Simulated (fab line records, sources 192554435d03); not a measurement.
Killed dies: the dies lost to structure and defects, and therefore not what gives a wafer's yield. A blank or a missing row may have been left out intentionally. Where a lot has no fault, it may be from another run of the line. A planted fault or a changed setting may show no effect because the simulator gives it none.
What tool caused it? ; flow n5_finfet ; 24 lots, 72 wafers sampled, at 6 steps of a route of 1938

## WHAT THE GAUGES READ, wafer by wafer
N5_BEOL_M5_THK_MEAS_01. Usual: M5_ILD_THK typically reads 120.8 nm, with standard deviation 1.6.
lot;measured;on;M5_ILD_THK (nm);flag
L074;day 8 08:00;film_metro-02;117.1 119.7 118.0;
L075;day 9 04:33;film_metro-02;118.6 118.4 120.6;
L077;day 9 06:30;film_metro-02;121.2 118.9 121.4;
L076;day 9 09:25;film_metro-02;120.1 118.6 120.7;
L078;day 9 11:16;film_metro-01;120.8 122.4 121.2;
L079;day 9 14:35;film_metro-01;121.3 122.4 121.6;
L080;day 9 22:34;film_metro-02;120.3 122.2 121.4;
L081;day 10 01:14;film_metro-02;119.2 123.1 121.6;
L082;day 10 12:11;film_metro-01;120.0 121.1 120.7;
L083;day 10 16:56;film_metro-02;120.9 121.8 122.1;
L084;day 10 20:47;film_metro-01;118.7 120.2 119.8;
L085;day 11 02:29;film_metro-02;121.4 119.5 124.3;
L086;day 11 15:20;film_metro-01;121.9 122.1 121.9;
L087;day 11 21:11;film_metro-01;121.4 120.5 123.7;
L088;day 11 23:31;film_metro-01;121.1 120.5 121.4;
L090;day 12 06:17;film_metro-01;119.6 119.0 121.7;
L089;day 12 11:20;film_metro-01;117.9 119.8 120.4;
L091;day 12 15:18;film_metro-02;119.8 119.1 122.5;
L093;day 13 07:07;film_metro-02;121.2 120.9 122.5;
L092;day 13 07:22;film_metro-01;118.2 121.2 120.8;
L094;day 13 10:10;film_metro-02;118.9 120.0 121.1;
L095;day 13 10:23;film_metro-01;121.4 121.8 123.5;
L096;day 13 17:25;film_metro-01;119.9 119.6 121.3;
L097;day 14 09:46;film_metro-02;121.6 124.6 123.1;

N5_BEOL_M5_OVL_MEAS_29. Usual: V4_OVL typically reads -0.1 nm, with standard deviation 0.67.
lot;measured;on;V4_OVL (nm);flag
L074;day 8 10:14;overlay-01;-0.4 0.3 -0.5;
L075;day 9 06:30;overlay-01;-0.9 0.2 -0.5;
L077;day 9 11:32;overlay-02;-1.9 -1.1 -1.1;
L076;day 9 11:29;overlay-01;1.1 0.6 -0.3;
L078;day 9 13:31;overlay-02;0.1 0.9 0.6;
L079;day 9 22:11;overlay-01;0.6 0.7 -0.1;
L080;day 10 01:29;overlay-01;-0.8 -0.6 0.5;
L081;day 10 05:09;overlay-01;0.5 -0.4 0.1;
L082;day 10 14:08;overlay-01;-1.1 0.5 -0.1;
L083;day 10 20:20;overlay-02;-1.4 0.2 -0.3;
L084;day 11 00:26;overlay-02;-0.4 -0.6 -0.4;
L085;day 11 05:28;overlay-02;-0.8 -0.1 -1.1;
L086;day 11 17:47;overlay-01;-0.3 -0.6 0.3;
L087;day 11 23:06;overlay-01;0.6 -0.6 0.0;
L088;day 12 03:01;overlay-02;-0.1 -0.6 -0.5;
L090;day 12 08:53;overlay-01;0.3 -1.1 0.0;
L089;day 12 14:14;overlay-01;0.0 -0.5 0.0;
L091;day 12 21:07;overlay-01;0.6 0.6 0.6;
L093;day 13 09:28;overlay-01;0.5 0.0 0.4;
L092;day 13 09:32;overlay-02;0.6 0.5 1.2;
L094;day 13 15:31;overlay-02;-0.6 -0.2 -1.0;
L095;day 13 15:25;overlay-01;-0.4 -0.2 -0.1;
L096;day 13 19:57;overlay-02;0.6 1.2 -0.1;
L097;day 14 12:35;overlay-02;0.5 -0.2 1.1;

N5_BEOL_M5_OCD_MEAS_38. Usual: trench_depth_nm 71.3 nm, standard deviation 0.94.
lot;measured;on;trench_depth_nm (nm);flag
L074;day 8 10:47;ocd-01;71.3 71.6 70.8;
L075;day 9 07:01;ocd-01;71.2 71.1 72.2;
L077;day 9 12:23;ocd-01;71.3 69.9 70.6;
L076;day 9 11:59;ocd-02;70.6 72.8 69.9;
L078;day 9 14:02;ocd-02;70.0 70.9 71.6;
L079;day 9 23:08;ocd-01;71.3 71.5 70.3;
L080;day 10 02:20;ocd-02;71.7 72.3 70.0;
L081;day 10 05:39;ocd-01;71.9 70.9 70.6;
L082;day 10 14:39;ocd-02;73.6 71.2 73.4;
L083;day 10 20:50;ocd-01;73.1 70.1 72.8;
L084;day 11 00:57;ocd-01;70.9 70.9 71.3;
L085;day 11 05:58;ocd-01;71.3 72.2 71.0;
L086;day 11 18:46;ocd-01;69.3 71.1 69.9;
L087;day 11 23:37;ocd-02;72.3 71.6 71.9;
L088;day 12 03:31;ocd-02;72.5 70.2 71.8;
L090;day 12 09:25;ocd-02;71.6 70.7 69.2;
L089;day 12 14:55;ocd-02;71.6 73.0 70.7;
L091;day 12 21:43;ocd-01;72.6 71.7 72.2;
L093;day 13 09:59;ocd-02;69.9 71.7 70.3;
L092;day 13 10:02;ocd-02;71.2 72.5 71.4;
L094;day 13 16:23;ocd-02;70.8 71.0 70.9;
L095;day 13 16:13;ocd-02;72.0 70.5 70.2;
L096;day 13 20:28;ocd-01;70.7 72.0 71.7;
L097;day 14 13:05;ocd-01;71.6 70.5 72.3;

## WHICH TOOL RAN EACH LOT (tool, then ch and the chambers of the sampled wafers, then the start)
lot;N5_BEOL_M5_CURE_79;N5_BEOL_M5_ETCH_62;N5_BEOL_M5_HM_OPEN_17
L074;uv_cure-02 ch 1, day 8 07:39;rie_diel-01 ch 0,1, day 8 09:30;rie_metal-01 ch 0,1, day 8 09:42
L075;uv_cure-03 ch 0, day 9 04:02;rie_diel-03 ch 1,2,3, day 9 05:28;rie_metal-01 ch 0,1, day 9 05:38
L077;uv_cure-02 ch 1, day 9 05:59;rie_diel-03 ch 0,1,3, day 9 08:22;rie_metal-03 ch 0,1, day 9 08:32
L076;uv_cure-02 ch 1, day 9 08:59;rie_diel-02 ch 0,1,2, day 9 10:30;rie_metal-02 ch 1, day 9 10:40
L078;uv_cure-02 ch 1, day 9 10:46;rie_diel-01 ch 0,1, day 9 12:41;rie_metal-03 ch 0,1, day 9 12:52
L079;uv_cure-01 ch 2, day 9 14:14;rie_diel-01 ch 1,3, day 9 19:58;rie_metal-03 ch 0,1, day 9 20:09
L080;uv_cure-03 ch 0, day 9 22:04;rie_diel-03 ch 0,1, day 9 23:47;rie_metal-01 ch 0,1, day 9 23:57
L081;uv_cure-01 ch 2, day 10 00:48;rie_diel-02 ch 0,2,3, day 10 02:54;rie_metal-02 ch 0,1, day 10 03:04
L082;uv_cure-03 ch 0, day 10 11:49;rie_diel-03 ch 1,2, day 10 12:52;rie_metal-02 ch 0,1, day 10 13:04
L083;uv_cure-03 ch 1, day 10 16:30;rie_diel-03 ch 1,2,3, day 10 19:04;rie_metal-02 ch 1, day 10 19:14
L084;uv_cure-02 ch 0, day 10 20:16;rie_diel-03 ch 1,2,3, day 10 22:12;rie_metal-02 ch 0,1, day 10 22:22
L085;uv_cure-02 ch 1, day 11 02:04;rie_diel-02 ch 0,1,2, day 11 03:50;rie_metal-03 ch 0,1, day 11 04:01
L086;uv_cure-01 ch 0, day 11 14:55;rie_diel-03 ch 0,1,3, day 11 16:23;rie_metal-02 ch 0,1, day 11 16:33
L087;uv_cure-03 ch 1, day 11 20:40;rie_diel-01 ch 0,2, day 11 22:17;rie_metal-02 ch 0,1, day 11 22:27
L088;uv_cure-01 ch 1, day 11 23:14;rie_diel-03 ch 0,2,3, day 12 01:19;rie_metal-03 ch 0,1, day 12 01:31
L090;uv_cure-01 ch 0, day 12 05:52;rie_diel-03 ch 0,1,3, day 12 07:25;rie_metal-03 ch 0,1, day 12 07:35
L089;uv_cure-03 ch 1, day 12 10:59;rie_diel-02 ch 2,3, day 12 13:16;rie_metal-01 ch 0,1, day 12 13:28
L091;uv_cure-03 ch 1, day 12 14:47;rie_diel-01 ch 0,2,3, day 12 16:28;rie_metal-01 ch 0,1, day 12 16:38
L093;uv_cure-01 ch 0, day 13 06:36;rie_diel-01 ch 0,1,2, day 13 08:38;rie_metal-02 ch 0,1, day 13 08:48
L092;uv_cure-02 ch 0, day 13 07:01;rie_diel-02 ch 0,1,3, day 13 08:44;rie_metal-03 ch 0,1, day 13 08:56
L094;uv_cure-01 ch 2, day 13 09:38;rie_diel-03 ch 1,3, day 13 11:15;rie_metal-02 ch 0,1, day 13 11:25
L095;uv_cure-02 ch 2, day 13 09:57;rie_diel-03 ch 0,1,3, day 13 11:29;rie_metal-02 ch 0,1, day 13 11:39
L096;uv_cure-02 ch 1, day 13 16:59;rie_diel-03 ch 0,1, day 13 18:40;rie_metal-01 ch 0,1, day 13 18:55
L097;uv_cure-01 ch 2, day 14 09:20;rie_diel-03 ch 0,3, day 14 11:31;rie_metal-02 ch 0,1, day 14 11:41
- N5_BEOL_M5_CURE_79: cures SiCOH lowk, time 240 s.
- N5_BEOL_M5_ETCH_62: etches SOC in N2/H2, target depth 75 nm, overetch 15 nm, time 112.5 s.
- N5_BEOL_M5_HM_OPEN_17: chemistry Cl2/BCl3, target TiN, target depth 20 nm, overetch 6 nm.

## WHAT THE TOOLS THEMSELVES READ (means of the sampled wafers that have a number; where no wafer has one, the mark that the record gives instead)
N5_BEOL_M5_CURE_79. Usual: lamp_power_pct 52.31 %, standard deviation 0.058; wafer_temp_C_max 386.8, standard deviation 0.43.
lot;tool;lamp_power_pct (%);wafer_temp_C_max;flag
L074;uv_cure-02;52.25;387.1;
L075;uv_cure-03;52.33;387.3;
L077;uv_cure-02;52.31;386.9;
L076;uv_cure-02;52.33;386.4;
L078;uv_cure-02;52.34;386.8;
L079;uv_cure-01;52.28;386.8;
L080;uv_cure-03;52.35;387.1;
L081;uv_cure-01;52.31;386.7;
L082;uv_cure-03;52.31;387.0;
L083;uv_cure-03;52.27;386.2;
L084;uv_cure-02;52.26;386.6;
L085;uv_cure-02;52.30;386.8;
L086;uv_cure-01;52.34;387.1;
L087;uv_cure-03;52.34;386.6;
L088;uv_cure-01;52.33;386.8;
L090;uv_cure-01;52.36;387.1;
L089;uv_cure-03;52.27;386.4;
L091;uv_cure-03;52.31;386.6;
L093;uv_cure-01;52.26;387.4;
L092;uv_cure-02;52.35;386.9;
L094;uv_cure-01;52.30;386.5;
L095;uv_cure-02;52.34;388.0;
L096;uv_cure-02;52.40;386.8;
L097;uv_cure-01;52.32;387.0;

N5_BEOL_M5_ETCH_62. Usual: drypump_motor_current_A 6.0 A, standard deviation 0.34; oes_product_au 0.61 a.u., standard deviation 0.045; rf_vpp_V 522.9 V, standard deviation 3; showerhead_plenum_p_Torr 2.51 Torr, standard deviation 0.1; throttle_valve_pct 17.88 %, standard deviation 0.23.
lot;tool;drypump_motor_current_A (A);oes_product_au (a.u.);rf_vpp_V (V);showerhead_plenum_p_Torr (Torr);throttle_valve_pct (%);flag
L074;rie_diel-01;6.2;0.68;523.0;2.51;17.86;
L075;rie_diel-03;5.9;0.61;523.4;2.52;17.77;
L077;rie_diel-03;5.9;0.64;524.4;2.54;17.74;
L076;rie_diel-02;6.4;0.57;523.3;2.49;17.91;
L078;rie_diel-01;6.1;0.64;523.6;2.53;17.90;
L079;rie_diel-01;6.1;0.61;522.8;2.51;17.85;
L080;rie_diel-03;6.0;0.63;523.5;2.49;17.99;
L081;rie_diel-02;6.2;0.58;522.7;2.49;17.94;
L082;rie_diel-03;6.0;0.57;522.2;2.46;18.07;
L083;rie_diel-03;5.9;0.60;522.0;2.52;17.80;
L084;rie_diel-03;5.9;0.60;522.1;2.52;17.80;
L085;rie_diel-02;6.4;0.57;522.6;2.49;17.94;
L086;rie_diel-03;5.9;0.62;522.5;2.53;17.76;
L087;rie_diel-01;5.8;0.63;524.2;2.56;17.95;
L088;rie_diel-03;5.8;0.60;525.8;2.59;17.90;
L090;rie_diel-03;5.9;0.62;523.7;2.53;17.77;
L089;rie_diel-02;5.8;0.60;521.0;2.44;17.96;
L091;rie_diel-01;5.8;0.62;524.4;2.55;17.93;
L093;rie_diel-01;5.9;0.65;523.6;2.53;17.97;
L092;rie_diel-02;5.9;0.65;522.9;2.50;17.80;
L094;rie_diel-03;6.0;0.61;520.1;2.45;17.69;
L095;rie_diel-03;5.9;0.61;523.4;2.52;17.79;
L096;rie_diel-03;6.1;0.60;521.0;2.41;17.95;
L097;rie_diel-03;5.7;0.62;525.0;2.60;17.89;

N5_BEOL_M5_HM_OPEN_17. Usual: drypump_motor_current_A 5.5 A, standard deviation 0.56; oes_product_au 0.69 a.u., standard deviation 0.037; throttle_valve_pct 22.16 %, standard deviation 0.16.
lot;tool;drypump_motor_current_A (A);oes_product_au (a.u.);throttle_valve_pct (%);flag
L074;rie_metal-01;5.9;0.68;22.19;
L075;rie_metal-01;5.9;0.68;22.17;
L077;rie_metal-03;5.7;0.75;22.00;
L076;rie_metal-02;5.2;0.69;22.39;
L078;rie_metal-03;5.7;0.75;22.01;
L079;rie_metal-03;5.7;0.74;22.02;
L080;rie_metal-01;6.1;0.70;22.21;
L081;rie_metal-02;5.1;0.68;22.28;
L082;rie_metal-02;5.1;0.68;22.27;
L083;rie_metal-02;5.2;0.68;22.40;
L084;rie_metal-02;4.9;0.67;22.17;
L085;rie_metal-03;6.0;0.72;21.99;
L086;rie_metal-02;4.9;0.67;22.17;
L087;rie_metal-02;5.1;0.67;22.29;
L088;rie_metal-03;5.7;0.74;22.01;
L090;rie_metal-03;5.7;0.72;22.03;
L089;rie_metal-01;5.9;0.66;22.20;
L091;rie_metal-01;5.9;0.65;22.21;
L093;rie_metal-02;4.9;0.66;22.18;
L092;rie_metal-03;5.8;0.71;22.02;
L094;rie_metal-02;4.9;0.66;22.18;
L095;rie_metal-02;4.9;0.66;22.18;
L096;rie_metal-01;6.1;0.68;22.24;
L097;rie_metal-02;5.0;0.65;22.19;

## THE ANSWER, worked out from the rows above alone
Rule: lot off if the mean of its wafers having a number is beyond 3 standard deviations from the usual mean. A lot without any number at a reading at which 4 lots or more have one is off too. The other lots that the step has rows for count as sound. Order of review: gauges by route order, followed by the tools' own readings, for which a lot's mean as printed above is used. At the first step where some lot is off, the reading lying furthest off is the one used; lots without a number count as furthest.
No lot is off at any reading shown: from this, nothing can be told.

## WHAT THE SIMULATOR HAD INSERTED
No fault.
